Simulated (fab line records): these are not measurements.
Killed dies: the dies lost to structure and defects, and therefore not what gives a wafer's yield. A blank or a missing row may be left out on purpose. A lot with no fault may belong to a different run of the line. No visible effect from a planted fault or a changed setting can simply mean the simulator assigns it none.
fab line records | flow n5-finfet
[record] lots = 9 | wafers = 26 | last-day = 20
route steps=1938 shown MOL_CONTACT_COAG@627 BEOL_M0_SAQP@632 BEOL_M4@1111 PASSIVATION@1936
lots with no fault: from the same line, run without faults
start-h: the number of hours between the record's first day and the start of the first shown wafer of the lot | wait-h: hours from the lot's prior step to this one | " the same as in the row above | L1.1+2: several wafers, shown together as one row | - no value, or no start was given | * or withheld: withheld | < > ~ a bound
route shown NAME@n: a module of which the file shows steps, and the number in the route of the first | usual: mean/standard deviation taken from wafers without a fault | same: alike in all rows | chamber/n: place in a boat | sites: the reading at each site | _std_site: how widely they spread, as a standard deviation | _edge_site: mean of outer sites minus mean of inner sites | radius-mm: how far each site lies from the wafer's centre | mask NAME#n: copy n | behind: the last tool/chamber to shape the wafer | hold: reason for holding the lot/hours on hold/outcome of the hold | device: whichever transistor did not switch (one of n, p or np) | end of line: at the end of the route, the tests of the same wafers | a step given without rows: its recipe and nothing more | killed: dies that structure and defects cost at the first sort, which is not the same as the wafer's yield | map: per-die view of a wafer (x killed, . not killed, _ where there is no die)
set.NAME: the setting that was run; set.NAME@STEP: the one run at that earlier step | model.NAME: the simulator's own value behind a step, which no gauge read
a sample of lots followed through the steps of the route, with each step as a table and each wafer as a row
services: the hour from which a tool's chamber was out of use, counted from the record's first day as start-h (under 0 if before that day), plus the number of hours and why
[[steps]]
[step N5_MOL_CONTACT_COAG_CMP_52]
[recipe] stop-on = SiO2 | t-overpolish-s = 1.5 | post-cmp-clean = w-dilute-nh4oh | down-force-psi = 4 | platen-rpm = 50.289 | pad-velocity-m-s = 1.0006 | target-thk-nm = 66.5
[usual] motor-current-A = 11.7/0.97 | overpolish-run-s = 1.500/0.0085 | pad-life-wafers = 1035/490 | time-to-endpoint-s = 13.8/2.6
lot.wafer | tool   | chamber | start-h | wait-h | motor-current-A | overpolish-run-s | pad-life-wafers | time-to-endpoint-s
L917.2    | cmp-02 | 2       | 106.46  | 0.1    | 10.9            | 1.493            | 1411            | 12.4
L917.6    | "      | 1       | "       | "      | 12.3            | 1.512            | -               | 12.5
L917.5    | "      | 2       | "       | "      | 10.8            | 1.502            | -               | 12.4
L918.3    | cmp-03 | 0       | 115.07  | 0.0    | 10.7            | 1.502            | 474             | 14.9
L918.4    | "      | 1       | "       | "      | 11.4            | 1.490            | 475             | 9.3
L918.2    | "      | 2       | "       | "      | 12.5            | 1.489            | 476             | 11.5
L920.1    | cmp-02 | 0       | 128.60  | 0.0    | 11.7            | 1.504            | 1566            | 14.2
L920.2    | "      | 3       | "       | "      | 12.8            | 1.513            | 1569            | 8.9
L920.6    | "      | 1       | "       | "      | 12.8            | 1.506            | -               | 11.3
L930.1    | cmp-03 | 2       | 184.89  | 0.0    | 12.7            | 1.510            | 1098            | 9.2
L930.2    | "      | 3       | "       | "      | 12.0            | 1.488            | 1099            | 13.8
L930.4    | "      | 0       | "       | "      | 10.6            | 1.496            | 1100            | 13.8
L931.3    | cmp-03 | 1       | 194.56  | 0.0    | 11.2            | 1.503            | 1212            | 11.6
L931.4    | "      | 2       | "       | "      | 12.5            | 1.497            | 1213            | 10.8
L931.6    | "      | 2       | "       | "      | 12.0            | 1.486            | -               | 11.0
L933.3    | cmp-02 | 2       | 203.73  | 0.1    | 11.6            | 1.496            | 14              | 17.2
L933.5    | "      | 0       | "       | "      | 11.4            | 1.498            | -               | 16.0
L933.6    | "      | 1       | "       | "      | 12.9            | 1.507            | -               | 14.8
L934.3    | cmp-01 | 2       | 213.33  | 0.1    | 10.8            | 1.497            | 668             | 13.5
L934.1    | "      | 3       | "       | "      | 13.0            | 1.510            | 669             | 12.3
L934.5    | "      | 1       | "       | "      | 12.0            | 1.484            | -               | 12.5
L937.3    | cmp-01 | 2       | 229.20  | 0.1    | 11.3            | 1.494            | 819             | 14.9
L937.6    | "      | 3       | "       | "      | 12.4            | 1.507            | -               | 17.6
L938.1    | cmp-01 | 2       | 233.73  | 0.0    | 11.3            | 1.485            | 876             | 16.2
L938.5    | "      | 2       | "       | "      | 11.5            | 1.519            | -               | 16.2
L938.6    | "      | 3       | "       | "      | 12.5            | 1.502            | -               | 20.0
[step N5_MOL_CONTACT_COAG_INSPECT_97]
[recipe] inspect-instrument = darkfield | mode = post-anneal
[usual] raw-defect-count = 41/16
lot.wafer | tool              | chamber | start-h | wait-h | raw-defect-count
L917.2    | defect-inspect-01 | -       | 110.62  | 0.0    | 55
L917.5    | "                 | -       | "       | "      | 47
L917.6    | "                 | -       | "       | "      | 28
L918.2    | defect-inspect-02 | -       | 118.44  | 0.0    | 41
L918.3    | "                 | -       | "       | "      | 44
L918.4    | "                 | -       | "       | "      | 31
L920.1    | defect-inspect-01 | -       | 131.96  | 0.0    | 25
L920.2    | "                 | -       | "       | "      | 24
L920.6    | "                 | -       | "       | "      | 29
L930.1    | defect-inspect-01 | -       | 239.21  | 0.3    | 518
L930.2    | "                 | -       | "       | "      | 22
L930.4    | "                 | -       | "       | "      | 21
L937.3    | defect-inspect-02 | -       | 239.25  | 0.4    | 84
L937.6    | "                 | -       | "       | "      | 102
L938.1    | defect-inspect-01 | -       | 239.51  | 0.6    | 26
L938.5    | "                 | -       | "       | "      | 39
L938.6    | "                 | -       | "       | "      | 38
L931.3    | defect-inspect-02 | -       | 239.55  | 0.7    | 61
L931.4    | "                 | -       | "       | "      | 483
L931.6    | "                 | -       | "       | "      | 577
L933.3    | defect-inspect-02 | -       | 239.85  | 1.0    | 34
L933.5    | "                 | -       | "       | "      | 52
L933.6    | "                 | -       | "       | "      | 37
L934.1    | defect-inspect-01 | -       | 240.11  | 1.2    | 39
L934.3    | "                 | -       | "       | "      | 48
L934.5    | "                 | -       | "       | "      | 34
[step N5_BEOL_M0_SAQP_PECVD_00]
[recipe] material = SiCN | target-thk-a = 80 | temp-c = withheld | precursor = 3MS/NH3 | pressure-torr = 3 | rf-w = 202 | time-s = 14
[usual] showerhead-plenum-p-Torr = 3.661/0.0099 | throttle-valve-pct = 9.1/0.49
lot.wafer | tool     | chamber | start-h | wait-h | showerhead-plenum-p-Torr | throttle-valve-pct
L917.2    | pecvd-04 | 1       | 110.93  | 0.2    | 3.664                    | 9.9
L917.5    | "        | 1       | "       | "      | 3.667                    | 9.8
L917.6    | "        | 2       | "       | "      | 3.652                    | 8.6
L918.2    | pecvd-04 | 2       | 118.75  | 0.2    | 3.650                    | 9.3
L918.3    | "        | 1       | "       | "      | 3.648                    | 9.8
L918.4    | "        | 1       | "       | "      | 3.664                    | 9.9
L920.1    | pecvd-02 | 0       | 132.29  | 0.2    | 3.676                    | 9.3
L920.2    | "        | 1       | "       | "      | 3.648                    | 8.9
L920.6    | "        | 0       | "       | "      | 3.669                    | 9.4
L930.1    | pecvd-02 | 2       | 239.54  | 0.2    | 3.665                    | 8.6
L930.2    | "        | 0       | "       | "      | 3.664                    | 9.3
L930.4    | "        | 0       | "       | "      | 3.669                    | 9.7
L937.3    | pecvd-02 | 1       | 239.60  | 0.2    | 3.652                    | 9.0
L937.6    | "        | 2       | "       | "      | 3.659                    | 8.9
L938.1    | pecvd-01 | 0       | 239.92  | 0.3    | 3.659                    | 9.5
L938.5    | "        | 0       | "       | "      | 3.654                    | 9.8
L938.6    | "        | 2       | "       | "      | 3.662                    | 8.3
L931.3    | pecvd-02 | 2       | 239.92  | 0.2    | 3.667                    | 8.4
L931.4    | "        | 0       | "       | "      | 3.673                    | 9.4
L931.6    | "        | 1       | "       | "      | 3.647                    | 9.0
L933.3    | pecvd-04 | 2       | 240.14  | 0.1    | 3.655                    | 8.9
L933.5    | "        | 1       | "       | "      | 3.669                    | 9.8
L933.6    | "        | 2       | "       | "      | 3.655                    | 8.9
L934.1    | pecvd-01 | 2       | 240.52  | 0.3    | 3.656                    | 8.4
L934.3    | "        | 0       | "       | "      | 3.657                    | 9.5
L934.5    | "        | 2       | "       | "      | 3.650                    | 8.4
[step N5_BEOL_M0_SAQP_PECVD_97]
[recipe] material = SiNx | target-thk-a = 230 | temp-c = 350 | precursor = SiH4/NH3/N2 | pressure-torr = 1.5 | rf-w = 300 | time-s = 19.9
[usual] heater-power-w = 540/55 | showerhead-plenum-p-Torr = 5.13/0.045 | throttle-valve-pct = 40.2/2.1
lot.wafer | tool     | chamber | start-h | wait-h | heater-power-w | showerhead-plenum-p-Torr | throttle-valve-pct
L917.2    | pecvd-04 | 1       | 111.89  | 0.0    | 592            | 5.10                     | 43.6
L917.5    | "        | 0       | "       | "      | 519            | 5.18                     | 38.5
L917.6    | "        | 2       | "       | "      | 594            | 5.07                     | 37.8
L918.2    | pecvd-01 | 1       | 121.44  | 0.0    | 551            | 5.18                     | 42.9
L918.3    | "        | 2       | "       | "      | 462            | 5.14                     | 38.2
L918.4    | "        | 1       | "       | "      | 546            | 5.18                     | 42.9
L920.1    | pecvd-02 | 2       | 133.47  | 0.0    | 544            | 5.12                     | 38.3
L920.2    | "        | 1       | "       | "      | 462            | 5.06                     | 39.7
L920.6    | "        | 1       | "       | "      | 480            | 5.03                     | 39.7
L930.1    | pecvd-02 | 0       | 239.82  | 0.0    | 521            | 5.15                     | 41.5
L930.2    | "        | 2       | "       | "      | 619            | 5.12                     | 38.5
L930.4    | "        | 1       | "       | "      | 587            | 5.04                     | 39.6
L937.3    | pecvd-04 | 2       | 239.87  | 0.0    | 623            | 5.08                     | 38.6
L937.6    | "        | 1       | "       | "      | 552            | 5.10                     | 43.5
L931.3    | pecvd-02 | 2       | 240.22  | 0.0    | 568            | 5.13                     | 38.4
L931.4    | "        | 0       | "       | "      | 498            | 5.16                     | 41.3
L931.6    | "        | 2       | "       | "      | 577            | 5.13                     | 38.6
L938.1    | pecvd-04 | 2       | 240.28  | 0.0    | 550            | 5.09                     | 38.5
L938.5    | "        | 2       | "       | "      | 539            | 5.08                     | 38.1
L938.6    | "        | 0       | "       | "      | 545            | 5.18                     | 38.3
L933.3    | pecvd-01 | 1       | 240.42  | 0.0    | 482            | 5.20                     | 42.9
L933.5    | "        | 0       | "       | "      | 562            | 5.09                     | 42.4
L933.6    | "        | 1       | "       | "      | 473            | 5.19                     | 42.7
L934.1    | pecvd-04 | 0       | 240.82  | 0.0    | 519            | 5.18                     | 38.3
L934.3    | "        | 2       | "       | "      | 603            | 5.10                     | 38.6
L934.5    | "        | 2       | "       | "      | 619            | 5.09                     | 38.5
[step N5_BEOL_M0_SAQP_PECVD_04]
[recipe] material = a-Si | target-thk-a = 600 | temp-c = 350 | precursor = SiH4/He | pressure-torr = 3 | rf-w = 100 | time-s = 60.2
[usual] heater-power-w = 609/55 | showerhead-plenum-p-Torr = 5.65/0.035 | throttle-valve-pct = 18.3/0.98
lot.wafer | tool     | chamber | start-h | wait-h | heater-power-w | showerhead-plenum-p-Torr | throttle-valve-pct
L917.2    | pecvd-04 | 1       | 111.93  | 0.0    | 680            | 5.63                     | 19.5
L917.5    | "        | 0       | "       | "      | 598            | 5.69                     | 17.7
L917.6    | "        | 2       | "       | "      | 694            | 5.63                     | 17.1
L918.2    | pecvd-01 | 1       | 121.48  | 0.0    | 640            | 5.72                     | 19.5
L918.3    | "        | 2       | "       | "      | 482            | 5.67                     | 17.6
L918.4    | "        | 1       | "       | "      | 645            | 5.72                     | 19.7
L920.1    | pecvd-02 | 2       | 133.51  | 0.0    | 690            | 5.66                     | 17.3
L920.2    | "        | 1       | "       | "      | 625            | 5.60                     | 18.0
L920.6    | "        | 1       | "       | "      | 649            | 5.60                     | 18.1
L930.1    | pecvd-02 | 0       | 239.86  | 0.0    | 621            | 5.68                     | 18.6
L930.2    | "        | 2       | "       | "      | 633            | 5.65                     | 17.5
L930.4    | "        | 1       | "       | "      | 631            | 5.59                     | 17.8
L937.3    | pecvd-04 | 2       | 239.91  | 0.0    | 699            | 5.62                     | 17.6
L937.6    | "        | 1       | "       | "      | 623            | 5.64                     | 20.0
L931.3    | pecvd-02 | 2       | 240.25  | 0.0    | 646            | 5.66                     | 17.3
L931.4    | "        | 0       | "       | "      | 545            | 5.68                     | 18.9
L931.6    | "        | 2       | "       | "      | 671            | 5.65                     | 17.5
L938.1    | pecvd-04 | 2       | 240.31  | 0.0    | 647            | 5.62                     | 17.6
L938.5    | "        | 2       | "       | "      | 671            | 5.64                     | 17.6
L938.6    | "        | 0       | "       | "      | 600            | 5.70                     | 17.5
L933.3    | pecvd-01 | 1       | 240.46  | 0.0    | 603            | 5.68                     | 19.3
L933.5    | "        | 0       | "       | "      | 555            | 5.62                     | 19.2
L933.6    | "        | 1       | "       | "      | 598            | 5.71                     | 19.4
L934.1    | pecvd-04 | 0       | 240.86  | 0.0    | 507            | 5.68                     | 17.5
L934.3    | "        | 2       | "       | "      | 609            | 5.63                     | 17.6
L934.5    | "        | 2       | "       | "      | 611            | 5.64                     | 17.5
[step N5_BEOL_M4_RC_MEAS_101]
[usual] DIBL_N = 36.3/1.7 | DIBL_P = 36.5/2.1 | IOFF_N = 0.16/0.03 | IOFF_P = 0.22/0.035 | ION_N = 675/11 | ION_P = 465/7.1 | SS_N = 71.5/0.62 | SS_P = 73.3/0.64 | VT_N = 250/3.1 | VT_P = -249.1/3
lot.wafer | tool      | chamber | start-h | wait-h | DIBL_N[mV/V] | DIBL_P[mV/V] | IOFF_N[nA/um] | IOFF_P[nA/um] | ION_N[uA/um] | ION_P[uA/um] | SS_N[mV/dec] | SS_P[mV/dec] | VT_N[mV] | VT_P[mV]
L917.2    | prober-01 | 0       | 165.05  | 0.2    | 35.2         | 35.6         | 0.15          | 0.23          | 683          | 472          | 71.4         | 72.4         | 249      | -244.8
L917.5    | "         | 0       | "       | "      | 37.2         | 38.1         | 0.18          | 0.28          | 671          | 469          | 71.3         | 73.8         | 246      | -244.1
L917.6    | "         | 0       | "       | "      | 34.7         | 35.4         | 0.14          | 0.23          | 673          | 473          | 70.8         | 72.9         | 252      | -244.3
L918.2    | prober-02 | 0       | 181.83  | 0.2    | 36.3         | 36.0         | 0.15          | 0.21          | 670          | 464          | 71.2         | 72.9         | 251      | -248.5
L918.3    | "         | 0       | "       | "      | 39.2         | 38.8         | 0.22          | 0.24          | 679          | 462          | 71.9         | 73.5         | 245      | -249.6
L918.4    | "         | 0       | "       | "      | 34.9         | 33.5         | 0.13          | 0.16          | 668          | 455          | 70.1         | 72.4         | 251      | -255.4
L920.1    | prober-01 | 0       | 190.15  | 0.0    | 39.5         | 41.8         | 0.24          | 0.32          | 675          | 469          | 72.6         | 74.9         | 248      | -246.1
L920.2    | "         | 0       | "       | "      | 37.1         | 38.5         | 0.20          | 0.26          | 680          | 472          | 72.6         | 73.7         | 246      | -246.7
L920.6    | "         | 0       | "       | "      | 38.1         | 40.9         | 0.21          | 0.29          | 696          | 476          | 72.8         | 74.0         | 245      | -245.6
L930.1    | prober-01 | 0       | 297.93  | 0.0    | 33.6         | 33.2         | 0.13          | 0.18          | 654          | 452          | 71.5         | 73.0         | 251      | -250.5
L930.2    | "         | 0       | "       | "      | 38.5         | 38.7         | 0.22          | 0.27          | 687          | 469          | 72.2         | 73.7         | 245      | -247.3
L930.4    | "         | 0       | "       | "      | 33.4         | 33.4         | 0.12          | 0.18          | 657          | 458          | 71.7         | 73.0         | 253      | -251.6
L931.3    | prober-02 | 0       | 307.56  | 0.3    | 39.1         | 37.8         | 0.19          | 0.24          | 671          | 470          | 72.9         | 73.6         | 247      | -247.0
L931.4    | "         | 0       | "       | "      | 36.4         | 35.2         | 0.15          | 0.20          | 664          | 460          | 71.8         | 73.2         | 252      | -249.7
L931.6    | "         | 0       | "       | "      | 37.4         | 36.1         | 0.16          | 0.23          | 668          | 465          | 71.3         | 73.7         | 250      | -246.5
L938.1    | prober-02 | 0       | 312.24  | 0.0    | 36.3         | 37.6         | 0.16          | 0.22          | 682          | 468          | 71.6         | 73.7         | 251      | -250.8
L938.5    | "         | 0       | "       | "      | 38.9         | 40.8         | 0.22          | 0.28          | 684          | 473          | 72.1         | 74.7         | 246      | -246.8
L938.6    | "         | 0       | "       | "      | 38.1         | 39.7         | 0.20          | 0.26          | 709          | 484          | 71.6         | 74.1         | 245      | -246.6
L933.3    | prober-01 | 0       | 321.85  | 0.3    | 35.2         | 36.0         | 0.13          | 0.18          | 661          | 457          | 71.8         | 72.7         | 254      | -253.5
L933.5    | "         | 0       | "       | "      | 33.0         | 35.1         | 0.12          | 0.16          | 669          | 457          | 70.7         | 71.9         | 253      | -253.4
L933.6    | "         | 0       | "       | "      | 36.3         | 38.6         | 0.15          | 0.22          | 668          | 466          | 70.7         | 73.0         | 253      | -248.7
L937.3    | prober-01 | 0       | 327.50  | 0.3    | 36.0         | 35.6         | 0.14          | 0.19          | 664          | 456          | 71.3         | 72.3         | 251      | -252.3
L937.6    | "         | 0       | "       | "      | 37.3         | 36.9         | 0.16          | 0.21          | 685          | 462          | 71.8         | 73.2         | 250      | -249.8
L934.1    | prober-02 | 0       | 330.25  | 0.0    | 37.5         | 38.0         | 0.18          | 0.28          | 662          | 460          | 71.3         | 73.8         | 248      | -245.2
L934.3    | "         | 0       | "       | "      | 37.8         | 36.8         | 0.17          | 0.24          | 678          | 466          | 72.0         | 73.4         | 251      | -246.1
L934.5    | "         | 0       | "       | "      | 39.2         | 38.9         | 0.20          | 0.26          | 672          | 456          | 72.5         | 73.3         | 247      | -245.9
[step N5_PASSIVATION_PROBE_49]
[usual] defect-limited-yield = 91.2/1.4 | killed_at_M0_to_M3 = 36/10 | killed_at_M4_up = 13/5.1 | killed-at-contacts = 12/5.4 | killed-at-front-end = 39/11 | killed-at-other = 3.5/2.4 | killed-dies = 104/17 | killed-on-rim = 14/3.8 | killed-open = 67/13 | killed-short = 36/8.3 | sort_bin_5_function = 5.2/0.98 | sort_bin_6_memory = 3.3/0.68 | sort-n-pass = 1076/17 | sort-yield-pct = 91.2/1.4
[same] gross-dies = 1180 | killed-at-back-side = 0 | sort_bin_4_leakage[%] = 0 | sort_bin_8_speed[%] = 0
lot.wafer | tool      | chamber | start-h | wait-h | defect-limited-yield[%] | killed_at_M0_to_M3 | killed_at_M4_up | killed-at-contacts | killed-at-front-end | killed-at-other | killed-dies | killed-on-rim | killed-open | killed-short | sort_bin_5_function[%] | sort_bin_6_memory[%] | sort-n-pass | sort-yield-pct[%]
L917.2    | prober-02 | -       | 251.83  | 0.1    | 93.3                    | 29                 | 9               | 5                  | 34                  | 2               | 79          | 9             | 53          | 25           | 3.9                    | 2.5                  | 1101        | 93.3
L917.5    | prober-02 | -       | 251.98  | 0.2    | 92.5                    | 21                 | 15              | 1                  | 45                  | 7               | 89          | 12            | 57          | 31           | 3.9                    | 3.3                  | 1091        | 92.5
L917.6    | prober-02 | -       | 252.03  | 0.3    | 92.5                    | 33                 | 6               | 4                  | 44                  | 2               | 89          | 13            | 54          | 35           | 4.7                    | 2.6                  | 1091        | 92.5
L918.2    | prober-02 | -       | 271.36  | 0.1    | 92.0                    | 34                 | 10              | 21                 | 26                  | 3               | 94          | 14            | 58          | 35           | 4.3                    | 3.5                  | 1086        | 92.0
L918.3    | prober-02 | -       | 271.41  | 0.1    | 91.8                    | 41                 | 8               | 8                  | 40                  | 0               | 97          | 9             | 65          | 31           | 5.0                    | 2.9                  | 1083        | 91.8
L918.4    | prober-02 | -       | 271.46  | 0.2    | 92.1                    | 27                 | 17              | 17                 | 27                  | 5               | 93          | 10            | 66          | 25           | 5.4                    | 2.2                  | 1087        | 92.1
L930.1    | prober-01 | -       | 422.01  | 0.0    | 59.5                    | 35                 | 11              | 392                | 33                  | 7               | 478         | 64            | 63          | 29           | 24.5                   | 13.1                 | 702         | 59.5
L930.2    | prober-01 | -       | 422.06  | 0.1    | 90.8                    | 39                 | 19              | 8                  | 39                  | 3               | 108         | 18            | 63          | 43           | 5.1                    | 3.8                  | 1072        | 90.8
L930.4    | prober-01 | -       | 422.16  | 0.2    | 90.0                    | 37                 | 6               | 14                 | 57                  | 4               | 118         | 11            | 87          | 28           | 6.1                    | 3.6                  | 1062        | 90.0
L931.3    | prober-02 | -       | 428.50  | 0.1    | 91.2                    | 41                 | 16              | 25                 | 22                  | 0               | 104         | 17            | 66          | 36           | 5.1                    | 3.1                  | 1076        | 91.2
L931.4    | prober-02 | -       | 428.55  | 0.2    | 64.1                    | 23                 | 11              | 375                | 12                  | 3               | 424         | 62            | 41          | 14           | 23.8                   | 9.9                  | 756         | 64.1
L931.6    | prober-02 | -       | 428.65  | 0.3    | 58.1                    | 29                 | 16              | 435                | 13                  | 1               | 494         | 66            | 41          | 33           | 26.5                   | 13.4                 | 686         | 58.1
// killed by level:class
L917.2 STI_FIN_REVEAL:geometric-particle:open=11 BEOL_M0_SAQP:geometric-particle:short=7 BEOL_M3:geometric-particle:open=7 FIN_SAQP:geometric-particle:short=6 BEOL_M2:geometric-particle:open=6 BEOL_M4:geometric-particle:open=5 STI_FIN_REVEAL:geometric-particle:short=4 MOL_CONTACT_COAG:geometric-particle:open=4
L917.5 BEOL_M4:geometric-particle:open=12 FIN_SAQP:geometric-particle:short=9 STI_FIN_REVEAL:geometric-particle:open=9 FIN_SAQP:geometric-particle:open=6 BEOL_M0_SAQP:geometric-particle:short=5 GATE_CUT:geometric-particle:short=4 BEOL_M0_SAQP:geometric-particle:open=4 BEOL_M2:geometric-particle:open=4
L917.6 FIN_SAQP:geometric-particle:open=14 FIN_SAQP:geometric-particle:short=10 BEOL_M0_SAQP:geometric-particle:short=10 BEOL_M0_SAQP:geometric-particle:open=9 DUMMY_GATE:geometric-particle:open=5 STI_FIN_REVEAL:geometric-particle:open=3 MOL_CONTACT_COAG:geometric-particle:open=3 BEOL_M0:geometric-particle:open=3
L918.2 MOL_CONTACT_COAG:geometric-particle:open=15 BEOL_M3:geometric-particle:open=7 BEOL_M1:geometric-particle:short=7 BEOL_M1:geometric-particle:open=6 FIN_SAQP:geometric-particle:open=5 MOL_CONTACT_COAG:geometric-particle:short=5 BEOL_M2:geometric-particle:open=5 FIN_SAQP:geometric-particle:short=4
L918.3 BEOL_M3:geometric-particle:open=11 MOL_CONTACT_COAG:geometric-particle:open=8 BEOL_M2:geometric-particle:open=8 BEOL_M1:geometric-particle:open=6 ILD0:geometric-particle:open=5 GATE_CUT:geometric-particle:open=5 BEOL_M3:geometric-particle:short=5 BEOL_M4:geometric-particle:open=5
L918.4 BEOL_M4:geometric-particle:open=14 MOL_CONTACT_COAG:geometric-particle:open=13 BEOL_M3:geometric-particle:open=10 BEOL_M0_SAQP:geometric-particle:open=7 FIN_SAQP:geometric-particle:short=6 FIN_SAQP:geometric-particle:open=4 STI_FIN_REVEAL:geometric-particle:open=4 GATE_CUT:geometric-particle:short=4
L930.1 MOL_CONTACT_COAG:unspecified=385 STI_FIN_REVEAL:geometric-particle:open=10 BEOL_M0_SAQP:geometric-particle:open=10 BEOL_M3:geometric-particle:open=8 BEOL_M0_SAQP:geometric-particle:short=7 BEOL_M2:geometric-particle:open=7 GATE_CUT:geometric-particle:short=5 MOL_CONTACT_COAG:geometric-particle:open=5
L930.2 BEOL_M0_SAQP:geometric-particle:short=16 STI_FIN_REVEAL:geometric-particle:open=12 BEOL_M0_SAQP:geometric-particle:open=10 FIN_SAQP:geometric-particle:open=8 BEOL_M4:geometric-particle:short=7 MOL_CONTACT_COAG:geometric-particle:open=6 BEOL_M4:geometric-particle:open=5 DUMMY_GATE:geometric-particle:open=4
L930.4 FIN_SAQP:geometric-particle:open=23 STI_FIN_REVEAL:geometric-particle:open=13 MOL_CONTACT_COAG:geometric-particle:open=11 BEOL_M0_SAQP:geometric-particle:open=9 BEOL_M3:geometric-particle:open=7 BEOL_M1:geometric-particle:open=6 BEOL_M0_SAQP:geometric-particle:short=6 FIN_SAQP:geometric-particle:short=4
L931.3 MOL_CONTACT_COAG:geometric-particle:open=19 BEOL_M0_SAQP:geometric-particle:open=16 BEOL_M0_SAQP:geometric-particle:short=12 MOL_CONTACT_COAG:geometric-particle:short=5 BEOL_M4:geometric-particle:open=5 STARTING-WAFER:geometric-particle:short=4 FIN_SAQP:geometric-particle:short=3 DUMMY_GATE:geometric-particle:open=3
L931.4 MOL_CONTACT_COAG:unspecified=368 BEOL_M0_SAQP:geometric-particle:open=9 BEOL_M0_SAQP:geometric-particle:short=5 MOL_CONTACT_COAG:geometric-particle:open=4 BEOL_M3:geometric-particle:open=4 MOL_CONTACT_COAG:geometric-particle:short=3 BEOL_M4:geometric-particle:open=3 FIN_SAQP:geometric-particle:open=2
L931.6 MOL_CONTACT_COAG:unspecified=420 MOL_CONTACT_COAG:geometric-particle:open=12 BEOL_M0_SAQP:geometric-particle:short=9 BEOL_M4:geometric-particle:open=5 BEOL_M0_SAQP:geometric-particle:open=5 BEOL_M1:geometric-particle:open=4 BEOL_M1:geometric-particle:short=4 FIN_SAQP:geometric-particle:open=3
[[services]]
tool     | chamber | start-h | hours | kind
cmp-02   | -       | 91.30   | 0.6   | repair
cmp-01   | -       | 125.49  | 4.0   | pm
cmp-01   | -       | 129.49  | -     | consumable-replace:conditioner
cmp-01   | -       | 129.49  | -     | consumable-replace:pad
pecvd-02 | 0       | 130.10  | 2.1   | scheduled-down
pecvd-04 | 0       | 139.33  | 2.1   | scheduled-down
pecvd-01 | 0       | 143.63  | 2.1   | scheduled-down
pecvd-02 | 1       | 144.56  | 2.1   | scheduled-down
cmp-02   | -       | 148.68  | 4.5   | pm
cmp-01   | -       | 150.71  | 1.7   | repair
cmp-02   | -       | 157.30  | 15.4  | pm
cmp-01   | -       | 187.08  | 7.0   | pm
cmp-02   | -       | 194.57  | 0.9   | repair
cmp-02   | -       | 197.27  | 4.0   | pm
cmp-02   | -       | 201.27  | -     | consumable-replace:conditioner
cmp-02   | -       | 201.27  | -     | consumable-replace:pad
pecvd-01 | 2       | 202.38  | -     | clean
pecvd-01 | 2       | 202.38  | -     | consumable-replace:showerhead
pecvd-01 | 2       | 202.38  | 29.0  | scheduled-down
pecvd-01 | 2       | 202.38  | 29.0  | vent-cycle
cmp-02   | -       | 220.92  | 0.7   | repair
cmp-02   | -       | 227.92  | 8.2   | pm
[[key]]
[first-sign] step = N5_MOL_CONTACT_COAG_INSPECT_97 | reading = raw-defect-count | direction = up | sigmas = 31 | usual = 41 | struck = 526
[effect] step = N5_PASSIVATION_PROBE_49 | reading = killed-at-contacts | direction = up | sigmas = 73 | usual = 12 | struck = 401
[more-kills-born-at] N5_MOL_CONTACT_COAG_CMP_52@cmp-03 = 1173
met-at N5_MOL_CONTACT_COAG_CMP_52
struck-lots L930,L931
struck-wafers L930.1,L931.4,L931.6
not-acting-at N5_BEOL_M0_SAQP_PECVD_00,N5_BEOL_M0_SAQP_PECVD_97,N5_BEOL_M0_SAQP_PECVD_04
onset-between 115.07 184.89
[fault] kind = chamber-particle-source | tool = cmp-03 | chamber = 2 | onset-h = 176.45 | steps = N5_MOL_CONTACT_COAG_CMP_52 | rate-per-visit-cm2 = 0.80546 | end-h = 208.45
